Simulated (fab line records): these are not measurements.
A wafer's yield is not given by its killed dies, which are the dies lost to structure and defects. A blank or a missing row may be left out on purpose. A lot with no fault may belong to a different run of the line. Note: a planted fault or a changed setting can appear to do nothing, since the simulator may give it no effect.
fab line records	flow n5_finfet
record lots=24	wafers=72	last_day=17
route steps=1938 shown BEOL_M11@1597 BEOL_M12@1636 BEOL_M13@1692
lots that met no fault: taken from a fault-free run of the same line
start_h: start of the lot's first displayed wafer, in hours after the record's first day	wait_h: hours from the lot's prior step to this one	" identical to the entry in the row above	L1.1+2: one row covering several wafers at once	- either no value or no given start	* or withheld: withheld	< > ~ a bound
route shown NAME@n: NAME is a module with steps in the file, n the number in the route of the first one	usual: average and standard deviation across the fault-free wafers	same: alike in all rows	chamber/n: place in a boat	sites: each site's reading	_std_site: the values' standard deviation	_edge_site: inner sites' mean taken away from outer sites' mean	radius_mm: for every site, how far away it sits from the centre of the wafer	mask NAME#n: copy n	behind: tool/chamber where the wafer was last shaped	hold: why the lot went on hold/how many hours it stayed there/how the hold came to an end	device: which transistor (n, p or np) failed to switch	end of line: tests run on the same wafers once the route is complete	a step given without rows: its recipe and nothing more	killed: dies that structure and defects cost at the first sort, which is not the same as the wafer's yield	map: per-die view of a wafer (x killed, . not killed, _ where there is no die)
set.NAME: the run value of the setting; set.NAME@STEP: its run value at that earlier step	model.NAME: the simulator's own value behind a step, which no gauge read
the route's steps for a sample of lots (tables are steps, rows are wafers)
services: the hour from which a tool's chamber was out of use, counted from the record's first day as start_h (under 0 if before that day), plus the number of hours and why
## steps
# step N5_BEOL_M11_THK_MEAS_53
# recipe thk_meas_gauge=xrf	reads=Cu_of_BEOL_M11_ECD_50
# usual M11_THK=145/3.5
lot.wafer	tool	chamber	start_h	wait_h	M11_THK[nm]
L075.2	film_metro-01	-	230.71	-	153
L075.3	"	-	"	"	146
L075.6	"	-	"	"	147
L074.1	film_metro-01	-	242.28	-	143
L074.2	"	-	"	"	150
L074.6	"	-	"	"	144
L076.1	film_metro-02	-	242.59	-	143
L076.3	"	-	"	"	142
L076.4	"	-	"	"	148
L078.1	film_metro-02	-	261.29	-	142
L078.2	"	-	"	"	142
L078.5	"	-	"	"	147
L077.2	film_metro-01	-	263.25	-	148
L077.3	"	-	"	"	142
L077.6	"	-	"	"	141
L080.1	film_metro-02	-	263.64	-	140
L080.2	"	-	"	"	143
L080.6	"	-	"	"	144
L079.1	film_metro-01	-	267.36	-	152
L079.5	"	-	"	"	148
L079.6	"	-	"	"	148
L081.3	film_metro-02	-	270.52	-	148
L081.4	"	-	"	"	148
L081.5	"	-	"	"	142
L082.1	film_metro-02	-	285.32	-	144
L082.3	"	-	"	"	147
L082.4	"	-	"	"	147
L084.2	film_metro-02	-	297.78	-	142
L084.4	"	-	"	"	148
L084.5	"	-	"	"	144
L085.1	film_metro-01	-	298.04	-	140
L085.3	"	-	"	"	141
L085.6	"	-	"	"	143
L083.4	film_metro-02	-	298.11	-	143
L083.5	"	-	"	"	144
L083.6	"	-	"	"	149
L086.2	film_metro-02	-	302.23	-	145
L086.4	"	-	"	"	147
L086.6	"	-	"	"	140
L087.1	film_metro-02	-	304.95	-	144
L087.3	"	-	"	"	151
L087.6	"	-	"	"	144
L088.1	film_metro-01	-	311.65	-	144
L088.5	"	-	"	"	148
L088.6	"	-	"	"	144
L091.1	film_metro-02	-	334.70	-	140
L091.2	"	-	"	"	140
L091.4	"	-	"	"	145
L089.3	film_metro-01	-	338.27	-	146
L089.4	"	-	"	"	145
L089.5	"	-	"	"	149
L090.2	film_metro-01	-	340.53	-	145
L090.5	"	-	"	"	146
L090.6	"	-	"	"	139
L093.3	film_metro-02	-	343.01	-	143
L093.4	"	-	"	"	152
L093.5	"	-	"	"	145
L092.2	film_metro-02	-	348.73	-	142
L092.3	"	-	"	"	144
L092.4	"	-	"	"	144
L095.4	film_metro-01	-	365.81	-	143
L095.5	"	-	"	"	140
L095.6	"	-	"	"	141
L094.2	film_metro-02	-	366.42	-	145
L094.3	"	-	"	"	147
L094.5	"	-	"	"	144
L096.2	film_metro-01	-	371.32	-	143
L096.3	"	-	"	"	150
L096.6	"	-	"	"	149
L097.1	film_metro-02	-	372.82	-	145
L097.3	"	-	"	"	151
L097.4	"	-	"	"	145
# step N5_BEOL_M11_RS_MEAS_57
# recipe thk_meas_gauge=four-point-probe	reads=Cu_of_BEOL_M11_ECD_50+Co_of_BEOL_M11_CVD_75+TaN_of_BEOL_M11_ALD_74
# usual M11_RS=0.151/0.0037
lot.wafer	tool	chamber	start_h	wait_h	M11_RS[ohm/sq]
L075.2	film_metro-01	-	230.83	0.0	0.145
L075.3	"	-	"	"	0.152
L075.6	"	-	"	"	0.150
L074.1	film_metro-01	-	242.41	0.0	0.151
L074.2	"	-	"	"	0.144
L074.6	"	-	"	"	0.151
L076.1	film_metro-02	-	242.71	0.0	0.153
L076.3	"	-	"	"	0.153
L076.4	"	-	"	"	0.147
L078.1	film_metro-01	-	261.44	0.1	0.153
L078.2	"	-	"	"	0.153
L078.5	"	-	"	"	0.147
L077.2	film_metro-02	-	263.41	0.1	0.147
L077.3	"	-	"	"	0.154
L077.6	"	-	"	"	0.154
L080.1	film_metro-02	-	263.79	0.1	0.157
L080.2	"	-	"	"	0.153
L080.6	"	-	"	"	0.153
L079.1	film_metro-02	-	267.51	0.1	0.144
L079.5	"	-	"	"	0.149
L079.6	"	-	"	"	0.149
L081.3	film_metro-01	-	270.64	0.0	0.148
L081.4	"	-	"	"	0.148
L081.5	"	-	"	"	0.154
L082.1	film_metro-01	-	285.44	0.0	0.152
L082.3	"	-	"	"	0.148
L082.4	"	-	"	"	0.149
L084.2	film_metro-01	-	297.91	0.0	0.154
L084.4	"	-	"	"	0.147
L084.5	"	-	"	"	0.151
L085.1	film_metro-01	-	298.16	0.0	0.156
L085.3	"	-	"	"	0.155
L085.6	"	-	"	"	0.152
L083.4	film_metro-01	-	298.23	0.0	0.153
L083.5	"	-	"	"	0.152
L083.6	"	-	"	"	0.146
L086.2	film_metro-02	-	302.35	0.0	0.150
L086.4	"	-	"	"	0.150
L086.6	"	-	"	"	0.157
L087.1	film_metro-01	-	305.08	0.0	0.152
L087.3	"	-	"	"	0.145
L087.6	"	-	"	"	0.154
L088.1	film_metro-02	-	311.79	0.0	0.154
L088.5	"	-	"	"	0.150
L088.6	"	-	"	"	0.155
L091.1	film_metro-02	-	334.95	0.1	0.157
L091.2	"	-	"	"	0.157
L091.4	"	-	"	"	0.151
L089.3	film_metro-01	-	338.40	0.0	0.152
L089.4	"	-	"	"	0.152
L089.5	"	-	"	"	0.147
L090.2	film_metro-01	-	340.66	0.0	0.151
L090.5	"	-	"	"	0.151
L090.6	"	-	"	"	0.157
L093.3	film_metro-02	-	343.14	0.0	0.154
L093.4	"	-	"	"	0.145
L093.5	"	-	"	"	0.152
L092.2	film_metro-02	-	348.86	0.0	0.157
L092.3	"	-	"	"	0.154
L092.4	"	-	"	"	0.155
L095.4	film_metro-02	-	365.94	0.0	0.153
L095.5	"	-	"	"	0.156
L095.6	"	-	"	"	0.156
L094.2	film_metro-02	-	366.55	0.0	0.150
L094.3	"	-	"	"	0.148
L094.5	"	-	"	"	0.151
L096.2	film_metro-01	-	371.45	0.0	0.153
L096.3	"	-	"	"	0.145
L096.6	"	-	"	"	0.146
L097.1	film_metro-02	-	372.94	0.0	0.151
L097.3	"	-	"	"	0.145
L097.4	"	-	"	"	0.151
# step N5_BEOL_M12_ETCH_67
# recipe chemistry=CF4	target=SiARC	target_depth_a=1430	time_s=238.3	ion_energy_ev=80	pressure_mtorr=40	source_w=545	bias_w=36	Ar_flow_sccm=100	cf4_flow_sccm=100	ends=cleared
# usual drypump_motor_current_A=5.8/0.4	etch_rf_on_time_s=233/6.8	oes_product_au=0.69/0.041	rf_vpp_V=184.5/1.1	showerhead_plenum_p_Torr=2.17/0.068	throttle_valve_pct=15.45/0.24
lot.wafer	tool	chamber	start_h	wait_h	drypump_motor_current_A	etch_rf_on_time_s	oes_product_au	rf_hours_counter_h	rf_vpp_V	showerhead_plenum_p_Torr	throttle_valve_pct
L075.2	rie_diel-02	1	232.61	0.0	5.7	237	0.83	3	184.0	2.19	15.17
L075.3	"	0	"	"	6.4	237	0.75	49	183.7	2.11	15.83
L075.6	"	1	"	"	5.7	234	0.83	-	184.6	2.19	15.18
L074.1	rie_diel-06	2	244.06	0.0	5.1	231	0.71	54	184.4	2.16	15.16
L074.2	"	3	"	"	5.8	221	0.72	95	185.7	2.25	15.42
L074.6	"	1	"	"	6.1	233	0.66	-	182.3	2.06	15.61
L076.1	rie_diel-06	2	244.55	0.0	5.1	228	0.71	54	184.2	2.16	15.15
L076.3	"	0	"	"	6.2	240	0.69	79	185.3	2.24	15.13
L076.4	"	1	"	"	6.1	231	0.67	126	184.6	2.06	15.61
L078.1	rie_diel-03	1	263.10	0.0	5.6	226	0.75	43	186.6	2.26	15.47
L078.2	"	0	"	"	6.1	240	0.67	125	183.6	2.15	15.91
L078.5	"	3	"	"	5.6	236	0.68	-	185.2	2.16	15.37
L077.2	rie_diel-03	3	265.23	0.0	5.7	234	0.69	83	183.7	2.16	15.36
L077.3	"	2	"	"	5.5	229	0.74	65	185.1	2.25	15.73
L077.6	"	0	"	"	6.2	240	0.67	-	184.4	2.15	15.93
L080.1	rie_diel-03	2	265.72	0.0	5.5	232	0.73	65	186.1	2.25	15.75
L080.2	"	1	"	"	5.7	230	0.74	44	186.6	2.26	15.45
L080.6	"	2	"	"	5.5	232	0.73	-	185.7	2.25	15.73
L079.1	rie_diel-06	2	269.47	0.0	5.1	230	0.71	62	183.0	2.16	15.17
L079.5	"	2	"	"	5.1	230	0.72	-	184.4	2.16	15.17
L079.6	"	3	"	"	5.8	220	0.71	-	184.9	2.24	15.45
L081.3	rie_diel-03	3	272.38	0.0	5.6	240	0.68	86	184.9	2.16	15.38
L081.4	"	1	"	"	5.7	230	0.75	47	186.0	2.26	15.48
L081.5	"	1	"	"	5.6	233	0.74	-	184.3	2.26	15.49
L082.1	rie_diel-02	2	287.28	0.0	5.6	227	0.82	15	183.0	2.09	15.25
L082.3	"	3	"	"	4.9	237	0.67	129	183.6	2.15	15.36
L082.4	"	1	"	"	5.7	236	0.77	24	186.3	2.18	15.23
L084.2	rie_diel-06	2	300.32	0.0	5.1	231	0.69	72	183.4	2.16	15.17
L084.4	"	3	"	"	5.8	219	0.70	116	184.6	2.24	15.47
L084.5	"	0	"	"	6.1	238	0.68	-	184.8	2.23	15.15
L085.1	rie_diel-06	0	300.89	0.0	6.1	241	0.67	98	186.6	2.23	15.17
L085.3	"	3	"	"	5.8	222	0.70	116	184.8	2.24	15.46
L085.6	"	0	"	"	6.1	242	0.67	-	186.4	2.23	15.16
L083.4	rie_diel-03	3	301.14	0.0	5.6	237	0.68	96	186.3	2.15	15.39
L083.5	"	2	"	"	5.5	227	0.73	-	183.8	2.24	15.76
L083.6	"	1	"	"	5.6	224	0.74	-	184.8	2.25	15.49
L086.2	rie_diel-06	0	304.09	0.0	6.2	241	0.68	100	186.3	2.23	15.15
L086.4	"	3	"	"	5.8	221	0.70	118	184.5	2.24	15.47
L086.6	"	0	"	"	6.2	240	0.67	-	186.6	2.23	15.16
L087.1	rie_diel-06	1	306.60	0.0	6.1	234	0.64	146	182.8	2.06	15.66
L087.3	"	0	"	"	6.1	244	0.67	101	185.5	2.23	15.16
L087.6	"	1	"	"	6.1	234	0.65	-	182.8	2.06	15.65
L088.1	rie_diel-06	2	313.70	0.0	5.1	234	0.69	76	183.7	2.15	15.20
L088.5	"	2	"	"	5.1	234	0.69	-	184.6	2.16	15.20
L088.6	"	1	"	"	6.1	237	0.64	-	183.5	2.06	15.66
L091.1	rie_diel-06	2	338.09	0.0	5.1	232	0.69	86	184.6	2.15	15.22
L091.2	"	1	"	"	6.1	237	0.63	157	183.8	2.05	15.67
L091.4	"	3	"	"	5.8	221	0.69	128	185.3	2.23	15.48
L089.3	rie_diel-06	0	340.15	0.0	6.1	244	0.66	112	185.2	2.22	15.19
L089.4	"	3	"	"	5.8	223	0.68	129	184.4	2.23	15.49
L089.5	"	1	"	"	6.1	235	0.64	-	182.8	2.05	15.67
L090.2	rie_diel-06	1	343.83	0.0	6.1	237	0.64	161	183.4	2.05	15.68
L090.5	"	0	"	"	6.2	245	0.66	-	184.3	2.22	15.21
L090.6	"	3	"	"	5.8	225	0.69	-	183.4	2.23	15.50
L093.3	rie_diel-06	0	345.18	0.0	6.2	243	0.66	115	185.3	2.22	15.20
L093.4	"	2	"	"	5.2	232	0.68	89	182.8	2.15	15.21
L093.5	"	1	"	"	6.1	236	0.63	-	182.4	2.05	15.67
L092.2	rie_diel-06	3	353.21	0.0	5.8	221	0.69	136	184.1	2.23	15.50
L092.3	"	2	"	"	5.1	232	0.68	94	184.3	2.15	15.23
L092.4	"	0	"	"	6.2	239	0.65	119	184.9	2.22	15.21
L095.4	rie_diel-03	3	367.80	0.0	5.7	239	0.65	124	183.0	2.14	15.45
L095.5	"	2	"	"	5.5	230	0.70	-	186.3	2.23	15.82
L095.6	"	3	"	"	5.7	238	0.65	-	184.7	2.14	15.44
L094.2	rie_diel-02	3	368.10	0.0	4.9	237	0.65	147	184.2	2.15	15.38
L094.3	"	2	"	"	5.6	228	0.77	34	184.9	2.08	15.26
L094.5	"	3	"	"	4.9	237	0.64	-	184.0	2.15	15.39
L096.2	rie_diel-02	3	373.25	0.0	4.9	235	0.65	149	183.4	2.15	15.40
L096.3	"	2	"	"	5.6	225	0.78	35	184.4	2.08	15.28
L096.6	"	2	"	"	5.6	229	0.76	-	183.9	2.08	15.27
L097.1	rie_diel-06	1	374.65	0.0	6.1	233	0.63	174	182.5	2.05	15.72
L097.3	"	0	"	"	6.2	240	0.65	128	183.1	2.22	15.22
L097.4	"	3	"	"	5.8	220	0.68	144	186.0	2.23	15.52
# step N5_BEOL_M12_TRENCH_ETCH_34
# recipe chemistry=C4F8/O2/Ar	target=SiOC	target_depth_a=3189.5	mask_material=SOC	pressure_mtorr=30	source_w=3000	bias_w=700	Ar_flow_sccm=400	C4F8_flow_sccm=15	O2_flow_sccm=8	he_inner_torr=15	he_outer_torr=30	time_s=125.5	ion_energy_ev=250
# usual drypump_motor_current_A=5.8/0.4	oes_product_au=0.81/0.048	rf_vpp_V=667/3.2	showerhead_plenum_p_Torr=3.47/0.1	throttle_valve_pct=24.04/0.27
lot.wafer	tool	chamber	start_h	wait_h	drypump_motor_current_A	oes_product_au	rf_hours_counter_h	rf_vpp_V	showerhead_plenum_p_Torr	throttle_valve_pct
L075.2	rie_diel-02	1	232.94	0.0	5.7	0.97	4	668	3.49	23.81
L075.3	"	0	"	"	6.5	0.89	49	663	3.36	24.51
L075.6	"	1	"	"	5.7	0.96	-	667	3.49	23.81
L074.1	rie_diel-06	2	244.39	0.0	5.1	0.83	54	665	3.47	23.81
L074.2	"	3	"	"	5.8	0.81	95	670	3.58	24.01
L074.6	"	1	"	"	6.1	0.76	-	661	3.29	24.16
L076.1	rie_diel-06	2	244.88	0.0	5.1	0.84	54	667	3.47	23.81
L076.3	"	0	"	"	6.2	0.82	79	671	3.57	23.68
L076.4	"	1	"	"	6.1	0.77	127	663	3.29	24.14
L078.1	rie_diel-03	1	263.43	0.0	5.6	0.86	43	672	3.57	23.91
L078.2	"	0	"	"	6.1	0.80	126	664	3.44	24.67
L078.5	"	3	"	"	5.7	0.81	-	665	3.45	24.04
L077.2	rie_diel-03	3	265.56	0.0	5.6	0.82	83	666	3.45	24.06
L077.3	"	2	"	"	5.5	0.85	65	671	3.58	24.37
L077.6	"	0	"	"	6.2	0.80	-	666	3.44	24.67
L080.1	rie_diel-03	2	266.05	0.0	5.5	0.85	66	672	3.58	24.34
L080.2	"	1	"	"	5.6	0.87	45	671	3.57	23.91
L080.6	"	2	"	"	5.5	0.85	-	671	3.58	24.35
L079.1	rie_diel-06	2	270.17	0.0	5.1	0.82	62	667	3.46	23.82
L079.5	"	2	"	"	5.1	0.81	-	667	3.46	23.82
L079.6	"	3	"	"	5.8	0.81	-	669	3.58	24.04
L081.3	rie_diel-03	3	272.71	0.0	5.6	0.81	86	668	3.45	24.03
L081.4	"	1	"	"	5.6	0.86	47	672	3.57	23.90
L081.5	"	1	"	"	5.6	0.87	-	670	3.57	23.91
L082.1	rie_diel-02	2	287.61	0.0	5.6	0.95	15	663	3.35	23.96
L082.3	"	3	"	"	4.9	0.78	129	666	3.44	23.94
L082.4	"	1	"	"	5.7	0.90	25	667	3.48	23.82
L084.2	rie_diel-06	2	300.65	0.0	5.2	0.81	72	667	3.46	23.82
L084.4	"	3	"	"	5.8	0.80	116	671	3.57	24.04
L084.5	"	0	"	"	6.2	0.80	-	671	3.56	23.71
L085.1	rie_diel-06	0	301.22	0.0	6.2	0.80	99	669	3.56	23.69
L085.3	"	3	"	"	5.8	0.80	116	670	3.57	24.06
L085.6	"	0	"	"	6.2	0.80	-	670	3.56	23.72
L083.4	rie_diel-03	3	301.47	0.0	5.6	0.79	96	665	3.44	24.06
L083.5	"	2	"	"	5.5	0.84	-	670	3.57	24.37
L083.6	"	1	"	"	5.7	0.85	-	671	3.57	23.92
L086.2	rie_diel-06	0	304.42	0.0	6.2	0.81	101	670	3.56	23.72
L086.4	"	3	"	"	5.8	0.79	118	669	3.57	24.06
L086.6	"	0	"	"	6.1	0.80	-	671	3.56	23.69
L087.1	rie_diel-06	1	306.93	0.0	6.1	0.74	147	661	3.28	24.17
L087.3	"	0	"	"	6.1	0.79	101	670	3.56	23.70
L087.6	"	1	"	"	6.1	0.74	-	662	3.28	24.19
L088.1	rie_diel-06	2	314.03	0.0	5.1	0.81	77	666	3.46	23.85
L088.5	"	2	"	"	5.1	0.80	-	666	3.46	23.85
L088.6	"	1	"	"	6.1	0.74	-	662	3.28	24.17
L091.1	rie_diel-06	2	338.42	0.0	5.2	0.80	86	667	3.45	23.85
L091.2	"	1	"	"	6.1	0.72	157	661	3.28	24.20
L091.4	"	3	"	"	5.8	0.78	129	670	3.56	24.06
L089.3	rie_diel-06	0	340.48	0.0	6.1	0.79	112	670	3.55	23.72
L089.4	"	3	"	"	5.8	0.79	130	671	3.56	24.06
L089.5	"	1	"	"	6.1	0.73	-	663	3.27	24.17
L090.2	rie_diel-06	1	344.16	0.0	6.1	0.72	161	662	3.27	24.18
L090.5	"	0	"	"	6.1	0.77	-	671	3.55	23.72
L090.6	"	3	"	"	5.8	0.78	-	670	3.56	24.08
L093.3	rie_diel-06	0	345.51	0.0	6.2	0.78	115	670	3.55	23.75
L093.4	"	2	"	"	5.1	0.79	89	666	3.45	23.85
L093.5	"	1	"	"	6.1	0.72	-	660	3.27	24.19
L092.2	rie_diel-06	3	353.54	0.0	5.8	0.78	136	671	3.56	24.08
L092.3	"	2	"	"	5.2	0.78	94	666	3.45	23.86
L092.4	"	0	"	"	6.2	0.78	119	668	3.55	23.74
L095.4	rie_diel-03	3	368.13	0.0	5.7	0.77	125	666	3.43	24.09
L095.5	"	2	"	"	5.5	0.80	-	670	3.56	24.42
L095.6	"	3	"	"	5.7	0.77	-	665	3.43	24.09
L094.2	rie_diel-02	3	368.43	0.0	4.9	0.75	147	667	3.43	23.97
L094.3	"	2	"	"	5.6	0.90	34	663	3.34	23.98
L094.5	"	3	"	"	4.9	0.75	-	666	3.43	23.96
L096.2	rie_diel-02	3	373.58	0.0	4.9	0.76	149	665	3.43	23.94
L096.3	"	2	"	"	5.6	0.90	35	663	3.34	23.99
L096.6	"	2	"	"	5.6	0.89	-	663	3.34	23.99
L097.1	rie_diel-06	1	374.98	0.0	6.1	0.73	174	663	3.27	24.21
L097.3	"	0	"	"	6.1	0.77	128	669	3.54	23.72
L097.4	"	3	"	"	5.8	0.77	145	669	3.56	24.09
# step N5_BEOL_M12_SPUTTER_43
# recipe material=TaN	target_thk_a=150	temp_c=50	bias_v=168.6	power_w=15000	chamber_pressure_pa=0.12	time_s=24.19
# usual throttle_valve_pct=30.1/0.87
lot.wafer	tool	chamber	start_h	wait_h	throttle_valve_pct
L075.2	pvd_sputter-03	-	235.38	0.0	30.2
L075.3	"	-	"	"	31.6
L075.6	"	-	"	"	29.2
L074.1	pvd_sputter-01	-	247.25	0.0	29.5
L074.2	"	-	"	"	31.9
L074.6	"	-	"	"	31.1
L076.1	pvd_sputter-02	-	251.64	0.0	29.3
L076.3	"	-	"	"	30.0
L076.4	"	-	"	"	29.4
L078.1	pvd_sputter-02	-	266.47	0.0	29.2
L078.2	"	-	"	"	29.1
L078.5	"	-	"	"	28.9
L077.2	pvd_sputter-03	-	266.88	0.0	30.2
L077.3	"	-	"	"	29.3
L077.6	"	-	"	"	30.3
L080.1	pvd_sputter-02	-	267.31	0.0	30.2
L080.2	"	-	"	"	29.5
L080.6	"	-	"	"	29.2
L079.1	pvd_sputter-02	-	272.67	0.0	29.0
L079.5	"	-	"	"	29.6
L079.6	"	-	"	"	29.2
L081.3	pvd_sputter-02	-	273.61	0.0	29.3
L081.4	"	-	"	"	30.3
L081.5	"	-	"	"	30.2
L082.1	pvd_sputter-02	-	289.78	0.0	30.2
L082.3	"	-	"	"	29.3
L082.4	"	-	"	"	29.4
L084.2	pvd_sputter-01	-	301.31	0.0	29.6
L084.4	"	-	"	"	31.8
L084.5	"	-	"	"	32.0
L085.1	pvd_sputter-03	-	303.36	0.0	30.1
L085.3	"	-	"	"	29.4
L085.6	"	-	"	"	31.8
L083.4	pvd_sputter-01	-	304.25	0.0	31.2
L083.5	"	-	"	"	29.6
L083.6	"	-	"	"	31.8
L086.2	pvd_sputter-03	-	310.32	0.0	29.2
L086.4	"	-	"	"	30.2
L086.6	"	-	"	"	29.9
L087.1	pvd_sputter-03	-	312.56	0.0	29.1
L087.3	"	-	"	"	30.1
L087.6	"	-	"	"	30.2
L088.1	pvd_sputter-02	-	318.47	0.0	29.5
L088.5	"	-	"	"	29.6
L088.6	"	-	"	"	29.2
L091.1	pvd_sputter-01	-	341.67	0.0	29.7
L091.2	"	-	"	"	30.8
L091.4	"	-	"	"	31.9
L089.3	pvd_sputter-02	-	341.72	0.0	29.6
L089.4	"	-	"	"	29.6
L089.5	"	-	"	"	30.4
L090.2	pvd_sputter-02	-	345.24	0.0	29.2
L090.5	"	-	"	"	29.5
L090.6	"	-	"	"	30.3
L093.3	pvd_sputter-01	-	348.23	0.0	31.0
L093.4	"	-	"	"	31.0
L093.5	"	-	"	"	30.7
L092.2	pvd_sputter-03	-	354.66	0.0	30.2
L092.3	"	-	"	"	31.9
L092.4	"	-	"	"	30.3
L095.4	pvd_sputter-02	-	369.55	0.0	29.3
L095.5	"	-	"	"	30.2
L095.6	"	-	"	"	29.6
L094.2	pvd_sputter-01	-	369.77	0.0	30.8
L094.3	"	-	"	"	31.9
L094.5	"	-	"	"	31.8
L096.2	pvd_sputter-03	-	378.08	0.0	31.7
L096.3	"	-	"	"	29.1
L096.6	"	-	"	"	30.0
L097.1	pvd_sputter-02	-	379.01	0.0	29.2
L097.3	"	-	"	"	30.2
L097.4	"	-	"	"	29.5
# step N5_BEOL_M13_DESCUM_33
# recipe chemistry=O2	time_s=7.9	source_power_w=50	bias_power_w=20	pressure_mtorr=20	rf_frequency_hz=2.712e+07	temp_c=40	o2_flow_sccm=225
# usual drypump_motor_current_A=5.8/0.54	oes_product_au=0.80/0.076	rf_vpp_V=243.3/1.3	showerhead_plenum_p_Torr=2.09/0.064	throttle_valve_pct=20.41/0.3
lot.wafer	tool	chamber	start_h	wait_h	drypump_motor_current_A	oes_product_au	rf_hours_counter_h	rf_vpp_V	showerhead_plenum_p_Torr	throttle_valve_pct
L075.2	rie_diel-05	2	239.69	0.0	5.2	0.73	188	243.1	2.07	20.25
L075.3	"	0	"	"	5.7	0.77	120	244.9	2.19	20.18
L075.6	"	2	"	"	5.2	0.73	-	243.1	2.07	20.26
L074.1	rie_diel-01	3	250.24	0.1	5.3	0.83	68	243.2	2.13	20.63
L074.2	"	0	"	"	6.8	0.83	75	243.8	2.21	20.41
L074.6	"	0	"	"	6.7	0.84	-	244.9	2.21	20.43
L076.1	rie_diel-04	2	254.39	0.0	6.4	0.72	161	242.1	1.99	20.74
L076.3	"	1	"	"	5.6	0.75	139	244.4	2.11	20.51
L076.4	"	2	"	"	6.5	0.73	-	241.2	1.99	20.73
L078.1	rie_diel-05	1	269.60	0.0	5.7	0.71	178	241.9	2.00	20.75
L078.2	"	3	"	"	6.3	0.78	123	243.1	2.10	20.82
L078.5	"	3	"	"	6.3	0.78	-	243.5	2.10	20.83
L077.2	rie_diel-01	3	270.06	0.0	5.2	0.82	75	243.8	2.13	20.65
L077.3	"	1	"	"	5.5	0.85	96	242.3	2.12	20.07
L077.6	"	1	"	"	5.5	0.84	-	243.8	2.12	20.07
L080.1	rie_diel-04	2	270.50	0.2	6.4	0.71	168	240.7	1.98	20.73
L080.2	"	1	"	"	5.6	0.74	145	244.1	2.11	20.54
L080.6	"	1	"	"	5.6	0.75	-	241.9	2.11	20.51
L079.1	rie_diel-01	2	275.67	0.2	5.4	0.89	41	241.6	2.04	20.45
L079.5	"	2	"	"	5.3	0.89	-	242.7	2.04	20.45
L079.6	"	1	"	"	5.5	0.84	-	244.1	2.12	20.07
L081.3	rie_diel-05	2	276.53	0.3	5.2	0.73	199	243.1	2.07	20.27
L081.4	"	3	"	"	6.3	0.78	126	242.4	2.10	20.83
L081.5	"	1	"	"	5.8	0.72	-	241.2	1.99	20.76
L082.1	rie_diel-04	2	292.80	0.0	6.5	0.71	174	240.9	1.98	20.75
L082.3	"	0	"	"	6.5	0.96	8	244.1	2.13	20.22
L082.4	"	1	"	"	5.6	0.74	152	242.1	2.11	20.54
L084.2	rie_diel-04	1	305.18	0.2	5.6	0.74	156	243.9	2.10	20.55
L084.4	"	2	"	"	6.4	0.71	179	243.0	1.98	20.75
L084.5	"	1	"	"	5.6	0.73	-	243.4	2.10	20.53
L085.1	rie_diel-04	3	306.30	0.0	5.4	0.91	25	243.8	2.12	19.85
L085.3	"	0	"	"	6.5	0.94	13	245.1	2.13	20.22
L085.6	"	1	"	"	5.6	0.74	-	242.9	2.10	20.56
L083.4	rie_diel-01	3	307.35	0.0	5.2	0.80	86	244.8	2.12	20.67
L083.5	"	3	"	"	5.2	0.81	-	243.1	2.12	20.66
L083.6	"	0	"	"	6.7	0.82	-	245.7	2.20	20.45
L086.2	rie_diel-01	0	313.19	0.0	6.8	0.82	94	245.5	2.20	20.45
L086.4	"	2	"	"	5.3	0.86	53	243.2	2.04	20.45
L086.6	"	0	"	"	6.8	0.82	-	245.9	2.20	20.45
L087.1	rie_diel-01	3	315.44	0.0	5.2	0.80	89	244.4	2.12	20.68
L087.3	"	1	"	"	5.5	0.83	107	244.2	2.12	20.10
L087.6	"	2	"	"	5.3	0.86	-	243.4	2.04	20.45
L088.1	rie_diel-01	2	321.87	0.0	5.4	0.86	56	242.8	2.04	20.46
L088.5	"	3	"	"	5.2	0.80	-	244.4	2.12	20.68
L088.6	"	2	"	"	5.4	0.85	-	241.6	2.04	20.46
L091.1	rie_diel-01	2	344.53	0.0	5.3	0.85	63	242.7	2.03	20.47
L091.2	"	1	"	"	5.5	0.82	115	241.7	2.12	20.12
L091.4	"	3	"	"	5.2	0.80	97	243.1	2.12	20.69
L089.3	rie_diel-04	2	345.39	0.7	6.5	0.70	192	241.4	1.98	20.77
L089.4	"	1	"	"	5.6	0.73	170	242.8	2.10	20.59
L089.5	"	2	"	"	6.4	0.70	-	241.5	1.98	20.77
L090.2	rie_diel-04	3	348.06	0.0	5.4	0.88	37	244.8	2.11	19.89
L090.5	"	3	"	"	5.4	0.87	-	244.1	2.11	19.89
L090.6	"	2	"	"	6.5	0.69	-	240.9	1.98	20.78
L093.3	rie_diel-04	3	351.82	0.0	5.4	0.87	39	244.1	2.11	19.90
L093.4	"	0	"	"	6.5	0.91	26	244.8	2.12	20.26
L093.5	"	3	"	"	5.4	0.88	-	245.6	2.11	19.86
L092.2	rie_diel-04	3	357.49	0.0	5.4	0.87	41	245.2	2.11	19.88
L092.3	"	2	"	"	6.4	0.69	196	241.4	1.98	20.78
L092.4	"	1	"	"	5.6	0.73	173	243.5	2.10	20.57
L095.4	rie_diel-04	2	372.96	0.0	6.4	0.69	201	241.9	1.97	20.79
L095.5	"	1	"	"	5.6	0.73	-	243.4	2.10	20.59
L095.6	"	0	"	"	6.5	0.89	-	243.2	2.12	20.26
L094.2	rie_diel-05	3	373.48	0.0	6.3	0.74	159	244.2	2.09	20.87
L094.3	"	1	"	"	5.8	0.70	212	240.5	1.98	20.79
L094.5	"	1	"	"	5.8	0.68	-	242.3	1.98	20.81
L096.2	rie_diel-04	1	381.38	0.0	5.6	0.72	180	241.8	2.10	20.58
L096.3	"	0	"	"	6.5	0.90	35	244.4	2.12	20.25
L096.6	"	0	"	"	6.5	0.88	-	245.6	2.12	20.24
L097.1	rie_diel-04	1	382.48	0.3	5.6	0.72	181	243.6	2.10	20.58
L097.3	"	0	"	"	6.5	0.89	36	244.7	2.12	20.27
L097.4	"	2	"	"	6.4	0.69	203	241.5	1.97	20.79
## services
tool	chamber	start_h	hours	kind
rie_diel-02	2	220.79	6.6	repair
rie_diel-02	3	222.10	1.4	repair
rie_diel-02	2	227.67	-	clean
rie_diel-02	2	227.67	-	consumable_replace:focus_ring
rie_diel-02	2	227.67	19.5	scheduled_down
rie_diel-02	2	227.67	19.5	vent_cycle
rie_diel-04	0	239.05	-	clean
rie_diel-04	0	239.05	-	consumable_replace:focus_ring
rie_diel-04	0	239.05	24.7	scheduled_down
rie_diel-04	0	239.05	24.7	vent_cycle
rie_diel-03	2	246.73	2.6	repair
pvd_sputter-01	-	265.60	4.9	repair
rie_diel-01	1	286.80	6.7	repair
rie_diel-05	0	300.39	21.1	repair
rie_diel-05	2	303.66	4.9	repair
pvd_sputter-02	-	306.05	1.9	repair
rie_diel-06	-	307.32	2.8	pm
rie_diel-02	-	329.88	24.2	repair
rie_diel-05	0	334.70	17.2	repair
pvd_sputter-03	-	352.94	1.0	repair
rie_diel-01	3	375.65	2.5	repair
## key
fault none
